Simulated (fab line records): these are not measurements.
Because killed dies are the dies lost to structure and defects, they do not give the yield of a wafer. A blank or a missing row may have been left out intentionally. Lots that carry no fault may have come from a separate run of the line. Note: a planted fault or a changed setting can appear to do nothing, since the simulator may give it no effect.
Which tool did it?	flow nandHarc	13 lots with 39 wafers sampled at 4 steps, on a route of 1302 steps

== WHAT THE GAUGES READ, wafer by wafer ==
NHARC_P_ZERO_WELL_CD_MEAS_52: target cd 2000 nm. Usual: cdNm 1999.4 nm, standard deviation 1.2.
lot	measured	on	cdNm (nm)	flag
L260	day 2 01:52	cdSem-02	2000.7 1998.0 2000.4	
L264	day 3 17:47	cdSem-02	- - -	OFF
L266	day 4 13:38	cdSem-03	1998.2 1997.3 1998.3	
L272	day 7 01:53	cdSem-01	1998.9 1999.0 1999.4	
L273	day 7 11:53	cdSem-03	1999.7 1999.6 1997.9	
L274	day 7 21:47	cdSem-01	1998.7 1999.2 1999.8	
L275	day 8 07:48	cdSem-03	1999.9 1997.7 1999.3	
L276	day 8 18:02	cdSem-02	2001.2 2001.1 1999.9	
L277	day 9 04:00	cdSem-02	1999.7 1998.4 1998.3	
L278	day 9 13:38	cdSem-03	1998.8 1999.3 2000.7	
L280	day 10 11:30	cdSem-01	1999.8 1999.8 2000.7	
L281	day 10 19:55	cdSem-02	2001.9 1999.2 2001.6	
L283	day 11 16:07	cdSem-03	1999.3 1999.5 1999.9	

NHARC_P_ZERO_WELL_INSPECT_43. Usual: rawDefectCount 13, standard deviation 6.
lot	measured	on	rawDefectCount	flag
L260	day 2 03:43	defectInspect-01	9 18 9	
L264	day 3 19:37	defectInspect-01	9 21 13	
L266	day 4 15:29	defectInspect-02	7 16 12	
L272	day 7 03:43	defectInspect-01	7 12 7	
L273	day 7 13:46	defectInspect-01	22 10 29	
L274	day 7 23:35	defectInspect-02	8 21 11	
L275	day 8 09:37	defectInspect-01	20 21 21	
L276	day 8 19:50	defectInspect-02	2 13 7	
L277	day 9 05:49	defectInspect-01	16 15 12	
L278	day 9 15:37	defectInspect-02	18 14 17	
L280	day 10 13:19	defectInspect-02	18 11 26	
L281	day 10 21:50	defectInspect-01	8 12 22	
L283	day 11 18:02	defectInspect-01	8 9 13	

NHARC_P_STI_OVL_MEAS_10. Usual: overlayXNm 0 nm, standard deviation 5.4; overlayYNm -2 nm, standard deviation 4.7.
lot	measured	on	overlayXNm (nm)	overlayYNm (nm)	flag
L260	day 2 21:01	overlay-01	2 1 1	-9 -9 -9	
L266	day 5 10:11	overlay-01	12 12 13	2 1 2	
L272	day 7 20:35	overlay-01	2 2 2	6 6 6	
L273	day 8 04:31	overlay-01	-8 -8 -9	-8 -7 -8	
L274	day 8 16:16	overlay-01	1 1 1	0 1 0	
L275	day 9 00:56	overlay-01	3 3 3	-4 -3 -3	
L276	day 9 11:22	overlay-02	0 0 0	-9 -9 -9	
L277	day 9 20:26	overlay-01	-7 -7 -7	0 0 0	
L278	day 10 11:32	overlay-02	-2 -2 -2	0 0 0	
L280	day 11 07:20	overlay-01	-7 -6 -6	5 5 5	
L281	day 11 18:08	overlay-01	5 5 5	-3 -3 -3	
L283	day 12 09:32	overlay-01	0 0 1	-3 -4 -4	

== TOOL THAT RAN EACH LOT (tool first, then ch and the chambers of the sampled wafers, then the start) ==
lot	NHARC_P_ZERO_WELL_EXPOSE_49
L260	krfScanner-02 ch 0, day 2 01:43
L264	krfScanner-03 ch 0, day 3 17:38
L266	krfScanner-02 ch 0, day 4 13:29
L272	krfScanner-03 ch 0, day 7 01:44
L273	krfScanner-02 ch 0, day 7 11:44
L274	krfScanner-02 ch 0, day 7 21:38
L275	krfScanner-03 ch 0, day 8 07:38
L276	krfScanner-01 ch 0, day 8 17:53
L277	krfScanner-03 ch 0, day 9 03:51
L278	krfScanner-03 ch 0, day 9 13:29
L280	krfScanner-01 ch 0, day 10 11:21
L281	krfScanner-02 ch 0, day 10 19:45
L283	krfScanner-03 ch 0, day 11 15:58
- NHARC_P_ZERO_WELL_EXPOSE_49: exposes mask P HVPW, target cd 2000 nm.

== WHAT THE TOOLS THEMSELVES READ (means of the sampled wafers that have a number; where no wafer has one, the mark that the record gives instead) ==
NHARC_P_ZERO_WELL_EXPOSE_49. Usual: reticleTempC 22.97 C, standard deviation 0.11.
lot	tool	reticleTempC (C)	flag
L260	krfScanner-02	23.02	
L264	krfScanner-03	23.14	
L266	krfScanner-02	23.09	
L272	krfScanner-03	22.93	
L273	krfScanner-02	22.98	
L274	krfScanner-02	23.07	
L275	krfScanner-03	23.00	
L276	krfScanner-01	22.92	
L277	krfScanner-03	23.07	
L278	krfScanner-03	22.90	
L280	krfScanner-01	22.81	
L281	krfScanner-02	23.04	
L283	krfScanner-03	22.82	

== THE ANSWER, worked out from the rows above alone ==
Rule: take the mean of a lot's wafers that have a number; if it is more than 3 standard deviations from the usual mean, the lot is off. A lot without any number at a reading at which 4 lots or more have one is off too. All remaining lots with rows at the step are treated as sound. The gauges are gone through in route order, then the tools' own readings, and for those a lot's mean is taken as printed above. The first step at which some lot is off is used, and at that step the reading that is off furthest; a lot without a number counts as furthest.
Off: L264 (NHARC_P_ZERO_WELL_CD_MEAS_52, cdNm). Without a number there: L264.
A tool fits if, at a process step before that reading, it ran every lot that is off, and no sound lot after the first of them. Gauges at NHARC_P_ZERO_WELL_CD_MEAS_52: tried the same way as those tools. No candidate that was tried fits.

== WHAT THE SIMULATOR PUT IN ==
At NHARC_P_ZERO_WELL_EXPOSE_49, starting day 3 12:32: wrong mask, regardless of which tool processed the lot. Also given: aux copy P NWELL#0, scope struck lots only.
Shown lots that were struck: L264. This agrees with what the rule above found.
